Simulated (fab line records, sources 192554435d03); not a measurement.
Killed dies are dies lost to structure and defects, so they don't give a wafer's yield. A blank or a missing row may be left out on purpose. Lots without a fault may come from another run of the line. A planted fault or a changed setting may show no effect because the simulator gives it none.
fab line records | flow n5_finfet
record lots=6 wafers=18 last_day=19
route steps=1938 shown BEOL_M12@1637
lots that met no fault: from a run of the same line without faults
start_h: hours from the record's first day to the start of the lot's first wafer shown | wait_h: hours since the lot's step before | " the same as in the row above | L1.1+2: a row that stands for several wafers | - no value, or no start given | * or withheld: withheld | < > ~ a bound
route shown NAME@n: a module of which the file shows steps, and the number in the route of the first | usual: mean/standard deviation of fault-free wafers | same: alike in all rows | chamber/n: place in a boat | sites: the reading at each site | _std_site: their standard deviation | _edge_site: outer sites' mean less inner sites' | radius_mm: how far each site lies from the wafer's centre | mask NAME#n: copy n | behind: the tool/chamber that last shaped the wafer | hold: why the lot was held/for how many hours/how that ended | device: the transistor (n, p or np) that didn't switch | end of line: the same wafers' tests at the end of the route | a step without rows: its recipe alone | killed: dies lost to structure and defects at the first sort, not the wafer's yield | map: a wafer's dies, x killed, . not, _ none there
set.NAME: the setting as run; set.NAME@STEP: as run at that earlier step | model.NAME: the simulator's own value behind a step, which no gauge read
lots at some steps of the route; a table a step, a row a wafer
services: from which hour (start_h, from the record's first day; less than 0 if before it) a tool's chamber was out of use, for how many hours, and why
## steps
# step N5_BEOL_M12_ETCH_68
# recipe chemistry=N2/H2 target=SOC mask_material=SiARC source_w=3000 bias_w=350 temp_c=40 time_s=285 ion_energy_ev=200 pressure_mtorr=30 n2_flow_sccm=200 h2_flow_sccm=200
# usual drypump_motor_current_A=5.9/0.5 oes_product_au=0.79/0.072 rf_vpp_V=525.4/2.2 showerhead_plenum_p_Torr=2.60/0.077 throttle_valve_pct=17.76/0.26
# columns lot.wafer tool chamber start_h wait_h drypump_motor_current_A oes_product_au rf_hours_counter_h rf_vpp_V showerhead_plenum_p_Torr throttle_valve_pct
L531.3 rie_diel-05 3 292.84 0.1 6.4 0.68 230 526.3 2.61 17.93
L531.4 " 0 " " 5.6 0.72 170 527.2 2.65 18.07
L531.6 " 0 " " 5.7 0.71 - 527.2 2.65 18.08
L541.2 rie_diel-03 1 328.24 0.1 6.7 0.69 227 527.4 2.62 17.53
L541.5 " 1 " " 6.7 0.69 - 525.0 2.62 17.51
L541.6 " 0 " " 6.4 0.83 - 525.0 2.58 17.54
L542.3 rie_diel-05 2 342.65 0.2 6.0 0.90 - 525.7 2.59 17.27
L542.4 " 1 " " 4.9 0.82 - 521.6 2.45 17.50
L542.6 " 2 " " 5.9 0.88 - 526.0 2.59 17.28
L550.1 rie_diel-02 3 386.82 0.1 5.8 0.76 168 526.1 2.64 18.09
L550.3 " 1 " " 5.0 0.79 110 522.0 2.47 17.89
L550.4 " 3 " " 5.8 0.77 - 526.6 2.64 18.07
L551.2 rie_diel-03 2 407.71 0.1 5.8 0.77 122 526.7 2.67 18.14
L551.5 " 3 " " 6.1 0.69 - 523.4 2.50 17.94
L551.6 " 2 " " 5.8 0.77 - 527.8 2.67 18.13
L552.1 rie_diel-05 0 411.23 0.1 5.7 0.69 206 526.2 2.64 18.14
L552.4 " 3 " " 6.4 0.95 11 525.5 2.59 17.56
L552.6 " 2 " " 5.9 0.85 - 524.6 2.58 17.31
# step N5_BEOL_M12_STRIP_69
# recipe chemistry=N2/H2 temp_c=40 n2_flow_sccm=200 h2_flow_sccm=200 rf_frequency_hz=6e+07
# step N5_BEOL_M12_TRENCH_ETCH_34
# recipe chemistry=C4F8/O2/Ar target=SiOC target_depth_a=3189.5 mask_material=SOC pressure_mtorr=30 source_w=3000 bias_w=700 Ar_flow_sccm=400 C4F8_flow_sccm=15 O2_flow_sccm=8 he_inner_torr=15 he_outer_torr=30 time_s=125.5 ion_energy_ev=250
# step N5_BEOL_M12_STRIP_70
# recipe chemistry=C4F8/O2/Ar resist=SiARC rf_frequency_hz=6e+07
# step N5_BEOL_M12_OCD_MEAS_35
# usual trench_depth_nm=317/4.7
# columns lot.wafer tool chamber start_h wait_h trench_depth_nm
L531.3 ocd-02 - 293.17 0.0 317
L531.4 " - " " 319
L531.6 " - " " 319
L541.2 ocd-01 - 328.58 0.0 305
L541.5 " - " " 306
L541.6 " - " " 318
L542.3 ocd-01 - 343.06 0.0 317
L542.4 " - " " 318
L542.6 " - " " 323
L550.1 ocd-01 - 387.15 0.0 320
L550.3 " - " " 316
L550.4 " - " " 319
L551.2 ocd-01 - 408.05 0.0 314
L551.5 " - " " 312
L551.6 " - " " 314
L552.1 ocd-02 - 411.56 0.0 312
L552.4 " - " " 325
L552.6 " - " " 316
# step N5_BEOL_M12_STRIP_37
# recipe chemistry=N2/H2 power_w=1000 temp_c=250 h2_frac=0.65 overash_fraction=0.3 pressure_mtorr=withheld n2_flow_sccm=1750 h2_flow_sccm=3250
# usual drypump_motor_current_A=5.5/0.53 heater_power_w=333/28 oes_product_au=0.791/0.0097
# same overash_fraction=0.3
# columns lot.wafer tool chamber start_h wait_h drypump_motor_current_A heater_power_w oes_product_au rf_hours_counter_h
L531.3 plasma_asher-01 1 293.23 0.1 4.8 290 0.794 -
L531.4 " 0 " " 5.6 361 0.790 -
L531.6 " 1 " " 4.8 298 0.786 -
L541.2 plasma_asher-02 1 328.61 0.0 5.9 338 0.787 78
L541.5 " 0 " " 6.1 345 0.775 -
L541.6 " 1 " " 5.9 339 0.795 -
L542.3 plasma_asher-01 0 343.11 0.1 5.6 353 0.782 -
L542.4 " 1 " " 4.7 295 0.770 -
L542.6 " 0 " " 5.6 359 0.783 -
L550.1 plasma_asher-01 0 387.19 0.0 5.6 359 0.793 158
L550.3 " 0 " " 5.6 366 0.798 -
L550.4 " 1 " " 4.7 289 0.809 -
L551.2 plasma_asher-02 1 408.09 0.0 5.9 339 0.792 93
L551.5 " 0 " " 6.1 350 0.781 -
L551.6 " 1 " " 6.0 337 0.782 -
L552.1 plasma_asher-01 0 411.60 0.0 5.6 360 0.793 164
L552.4 " 1 " " 4.7 301 0.796 -
L552.6 " 0 " " 5.6 361 0.782 -
# step N5_BEOL_M12_ETCH_38
# recipe chemistry=CF4/N2 target=SiCN target_depth_a=687 taper_deg=2 time_s=73.4 ion_energy_ev=150 mask_material=SiO2 pressure_mtorr=40 source_w=430 bias_w=70 Ar_flow_sccm=100 cf4_flow_sccm=60 n2_flow_sccm=60
# step N5_BEOL_M12_PRECLEAN_39
# recipe chemistry=residue_remover time_s=60 temp_c=40
# step N5_BEOL_M12_SRD_40
# recipe time_s=30 temp_c=23 rinse_liquid=diw dry=n2_spin spin_rpm=1500 dry_time_s=30
# step N5_BEOL_M12_DEGAS_41
# recipe ambient=vacuum temp_c=250 time_s=60
# usual heater_power_w=325/18 susceptor_temp_C=250.02/0.17
# columns lot.wafer tool chamber start_h wait_h heater_power_w susceptor_temp_C
L531.3 pvd_sputter-01 - 295.24 1.8 337 249.82
L531.4 " - " " 290 250.21
L531.6 " - " " 285 249.96
L541.2 pvd_sputter-02 - 329.02 0.2 324 249.93
L541.5 " - " " 330 249.89
L541.6 " - " " 317 249.85
L542.3 pvd_sputter-02 - 346.71 0.9 351 250.03
L542.4 " - " " 322 250.50
L542.6 " - " " 308 250.36
L550.1 pvd_sputter-02 - 390.06 1.5 346 249.81
L550.3 " - " " 319 249.89
L550.4 " - " " 318 249.80
L551.2 pvd_sputter-02 - 408.38 0.0 321 250.00
L551.5 " - " " 339 250.08
L551.6 " - " " 317 250.20
L552.1 pvd_sputter-01 - 412.07 0.2 327 250.05
L552.4 " - " " 346 249.92
L552.6 " - " " 282 250.15
# step N5_BEOL_M12_PRE_CLEAN_42
# recipe gas=H2/He time_s=30 temp_c=250
# step N5_BEOL_M12_SPUTTER_43
# recipe material=TaN target_thk_a=150 temp_c=50 bias_v=168.6 power_w=15000 chamber_pressure_pa=0.12 time_s=24.19
# usual susceptor_temp_C=50.01/0.092 throttle_valve_pct=30.3/0.87
# columns lot.wafer tool chamber start_h wait_h susceptor_temp_C throttle_valve_pct
L531.3 pvd_sputter-01 - 295.32 0.0 49.98 31.0
L531.4 " - " " 49.98 30.2
L531.6 " - " " 50.09 30.3
L541.2 pvd_sputter-02 - 329.10 0.0 49.94 30.0
L541.5 " - " " 50.04 30.1
L541.6 " - " " 49.99 29.6
L542.3 pvd_sputter-02 - 346.79 0.0 50.11 30.1
L542.4 " - " " 49.99 29.4
L542.6 " - " " 50.07 29.5
L550.1 pvd_sputter-02 - 390.14 0.0 50.13 30.1
L550.3 " - " " 49.94 29.4
L550.4 " - " " 49.82 28.8
L551.2 pvd_sputter-02 - 408.46 0.0 50.13 28.9
L551.5 " - " " 50.01 29.9
L551.6 " - " " 50.14 29.5
L552.1 pvd_sputter-01 - 412.15 0.0 49.92 31.0
L552.4 " - " " 49.92 30.3
L552.6 " - " " 49.98 30.1
# step N5_BEOL_M12_SPUTTER_44
# recipe material=Ta target_thk_a=100 temp_c=50 bias_v=80 power_w=15000 chamber_pressure_pa=0.07 time_s=16.13
# usual susceptor_temp_C=50.01/0.1 throttle_valve_pct=30.3/0.87
# columns lot.wafer tool chamber start_h wait_h susceptor_temp_C throttle_valve_pct model.Ta_of_BEOL_M12_SPUTTER_44.thk_nm
L531.3 pvd_sputter-01 - 295.40 0.0 49.89 30.9 10
L531.4 " - " " 50.06 29.9 10
L531.6 " - " " 50.07 30.3 10
L541.2 pvd_sputter-02 - 329.18 0.0 49.87 30.0 9.8
L541.5 " - " " 49.95 30.1 10
L541.6 " - " " 50.00 29.5 9.8
L542.3 pvd_sputter-02 - 346.87 0.0 49.91 30.2 10
L542.4 " - " " 49.86 29.4 10
L542.6 " - " " 49.81 29.3 10
L550.1 pvd_sputter-02 - 390.22 0.0 50.01 30.0 10
L550.3 " - " " 50.01 29.4 9.8
L550.4 " - " " - 28.8 6
L551.2 pvd_sputter-02 - 408.54 0.0 - 28.8 6
L551.5 " - " " 50.12 30.1 9.8
L551.6 " - " " 50.18 29.5 10
L552.1 pvd_sputter-01 - 412.23 0.0 50.15 30.9 9.8
L552.4 " - " " 50.14 30.2 9.8
L552.6 " - " " 50.11 30.6 9.6
# step N5_BEOL_M12_SPUTTER_45
# recipe material=Cu target_thk_a=800 temp_c=-20 bias_v=60 power_w=26000 chamber_pressure_pa=0.13 time_s=13.33
# usual susceptor_temp_C=-20.02/0.1 throttle_valve_pct=30.3/0.85
# columns lot.wafer tool chamber start_h wait_h susceptor_temp_C throttle_valve_pct
L531.3 pvd_sputter-01 - 295.48 0.0 -19.94 31.2
L531.4 " - " " -19.93 30.3
L531.6 " - " " -19.88 30.2
L541.2 pvd_sputter-02 - 329.26 0.0 -20.01 30.0
L541.5 " - " " -20.02 30.4
L541.6 " - " " -20.13 29.2
L542.3 pvd_sputter-02 - 346.95 0.0 -19.82 30.1
L542.4 " - " " -20.17 29.6
L542.6 " - " " -20.13 29.4
L550.1 pvd_sputter-02 - 390.30 0.0 -20.13 29.9
L550.3 " - " " -19.96 29.3
L550.4 " - " " -19.99 29.2
L551.2 pvd_sputter-02 - 408.62 0.0 -19.83 28.9
L551.5 " - " " -19.84 30.1
L551.6 " - " " -19.96 29.5
L552.1 pvd_sputter-01 - 412.31 0.0 -20.12 30.7
L552.4 " - " " -20.17 30.4
L552.6 " - " " -19.76 30.1
# step N5_BEOL_M12_ECD_47
# recipe material=Cu target_thk_a=7200
# step N5_BEOL_M12_ANNEAL_48
# recipe temp_c=225 time_s=90 ambient=N2
# step N5_BEOL_M12_CMP_49
# recipe stop_on=SiOC t_overpolish_s=20.6 down_force_psi=1 platen_rpm=50 clearing_platen_down_force_psi=1.5 clearing_platen_rpm=50 post_cmp_clean=cu_alkaline target_thk_nm=320 clearing_platen_pad_velocity_m_s=0.99484 pad_velocity_m_s=0.99484
# usual barrier_field_endpoint_s=30.3/0.6 motor_current_A=6.0/0.46 platen_rpm=50.00/0.035
# columns lot.wafer tool chamber start_h wait_h barrier_field_endpoint_s motor_current_A platen_rpm
L531.3 cmp-04 3 296.04 0.2 31.1 6.5 50.03
L531.4 " 2 " " 31.1 5.0 49.98
L531.6 " 0 " " 31.2 6.4 50.03
L541.2 cmp-03 2 329.93 0.3 30.1 6.7 50.04
L541.6 " 3 " " 30.3 5.6 49.98
L541.5 " 0 " " 30.0 5.7 49.96
L542.4 cmp-04 3 347.55 0.2 30.6 6.6 50.00
L542.3 " 0 " " 30.9 6.3 50.05
L542.6 " 2 " " 31.3 5.3 50.01
L550.3 cmp-03 1 390.99 0.2 29.9 5.2 50.03
L550.4 " 2 " " 25.2 6.5 49.98
L550.1 " 0 " " 30.1 6.0 50.03
L551.2 cmp-02 3 409.29 0.2 26.0 6.2 49.98
L551.5 " 3 " " 30.7 5.7 49.98
L551.6 " 0 " " 29.8 6.0 50.00
L552.1 cmp-04 1 413.08 0.3 29.3 6.3 49.97
L552.4 " 2 " " 29.9 5.2 49.99
L552.6 " 2 " " 30.0 5.3 49.98
# step N5_BEOL_M12_THK_MEAS_50
# recipe thk_meas_gauge=xrf reads=Cu_of_BEOL_M12_ECD_47
# usual M12_THK=320/5.4
# columns lot.wafer tool chamber start_h wait_h M12_THK[nm]
L531.3 film_metro-01 - 296.34 - 322
L531.4 " - " " 324
L531.6 " - " " 325
L541.2 film_metro-01 - 330.11 - 310
L541.5 " - " " 308
L541.6 " - " " 321
L542.3 film_metro-01 - 347.80 - 320
L542.4 " - " " 319
L542.6 " - " " 323
L550.1 film_metro-02 - 391.28 - 321
L550.3 " - " " 316
L550.4 " - " " 325
L551.2 film_metro-01 - 409.58 - 318
L551.5 " - " " 312
L551.6 " - " " 314
L552.1 film_metro-02 - 413.38 - 312
L552.4 " - " " 327
L552.6 " - " " 318
## services
# columns tool chamber start_h hours kind
rie_diel-05 1 276.26 3.2 repair
cmp-02 - 283.74 4.0 pm
pvd_sputter-01 - 283.92 0.7 repair
cmp-03 - 289.82 0.5 repair
rie_diel-05 - 322.76 14.6 pm
plasma_asher-02 - 329.02 2.8 pm
rie_diel-05 0 341.64 21.4 repair
pvd_sputter-02 - 359.51 2.0 repair
rie_diel-05 3 363.02 - clean
rie_diel-05 3 363.02 - consumable_replace:focus_ring
rie_diel-05 3 363.02 17.6 scheduled_down
rie_diel-05 3 363.02 17.6 vent_cycle
rie_diel-05 1 364.89 25.3 repair
cmp-04 - 365.41 1.9 repair
cmp-04 - 368.28 0.4 repair
rie_diel-03 3 373.30 4.5 repair
rie_diel-02 0 377.03 1.3 repair
rie_diel-03 1 385.22 - clean
rie_diel-03 1 385.22 - consumable_replace:focus_ring
rie_diel-03 1 385.22 24.3 scheduled_down
rie_diel-03 1 385.22 24.3 vent_cycle
cmp-04 - 393.82 4.0 pm
cmp-03 - 400.43 0.6 repair
rie_diel-03 2 413.03 5.8 repair
## key
first_sign step=N5_BEOL_M12_CMP_49 reading=barrier_field_endpoint_s direction=down sigmas=7.8 usual=30.3 struck=25.6
effect none on later readings
model_effect step=N5_BEOL_M12_SPUTTER_44 value=Ta_of_BEOL_M12_SPUTTER_44.thk_nm without=10 struck=6
met_at N5_BEOL_M12_SPUTTER_44
struck_wafers L550.4,L551.2
fault kind=process_parameter_drift tool=pvd_sputter-02 chamber=- onset_h=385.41 steps=N5_BEOL_M12_SPUTTER_44 channel=time_s offset=* shape=step end_h=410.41 acts_in=* stated=* scope=struck_wafers_only
